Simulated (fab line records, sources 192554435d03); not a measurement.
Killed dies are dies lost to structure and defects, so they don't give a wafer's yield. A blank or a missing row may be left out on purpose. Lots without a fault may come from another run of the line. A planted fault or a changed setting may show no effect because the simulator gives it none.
Chamber matching | flow n5_finfet | N5_BEOL_M5_ETCH_72 on rie_diel-02: 4 sister chambers
The step etches underlayer in N2/H2, target depth 6.5 nm, time 5.2 s. 8 wafers are shown with their chamber, then 7 later ones without.

WAFERS WITH THEIR CHAMBER
wafer  | chamber | showerhead_plenum_p_Torr (Torr) | drypump_motor_current_A (A)
L074.4 | 1       | 2.56                            | 6.0
L076.2 | 0       | 2.42                            | 6.5
L076.6 | 1       | 2.56                            | 6.1
L077.2 | 0       | 2.42                            | 6.6
L081.5 | 3       | 2.60                            | 5.6
L081.6 | 2       | 2.64                            | 5.1
L086.1 | 2       | 2.63                            | 5.1
L086.3 | 3       | 2.60                            | 5.6

WAFERS WITHOUT THEIR CHAMBER
wafer  | showerhead_plenum_p_Torr (Torr) | drypump_motor_current_A (A)
L086.5 | 2.55                            | 6.0
L087.1 | 2.41                            | 6.5
L087.3 | 2.63                            | 5.2
L087.4 | 2.63                            | 5.2
L092.3 | 2.73                            | 6.5
L092.4 | 2.55                            | 6.0
L092.5 | 2.55                            | 6.0

WHICH CHAMBER EACH WENT THROUGH
wafer  | from the rows above | in truth
L086.5 | 1                   | 1
L087.1 | 0                   | 0
L087.3 | 2                   | 2
L087.4 | 2                   | 2
L092.3 | 2                   | 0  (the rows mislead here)
L092.4 | 1                   | 1
L092.5 | 1                   | 1
Placed correctly: 6 of 7. Can't be placed from these rows: 0. Placed wrongly: 1.
How it was worked out, from the rows above alone: a wafer's distance from a chamber is the root of the sum, over the readings, of the square of ((its reading less the chamber's mean) divided by the reading's scatter). The wafer belongs to the nearest chamber; if the next one is less than 2 further off, it can't be placed. A chamber's mean is the mean of its shown wafers. The scatter: the root of (the sum of the squares of (reading less its chamber's mean) over the shown wafers, divided by (wafers less chambers)).
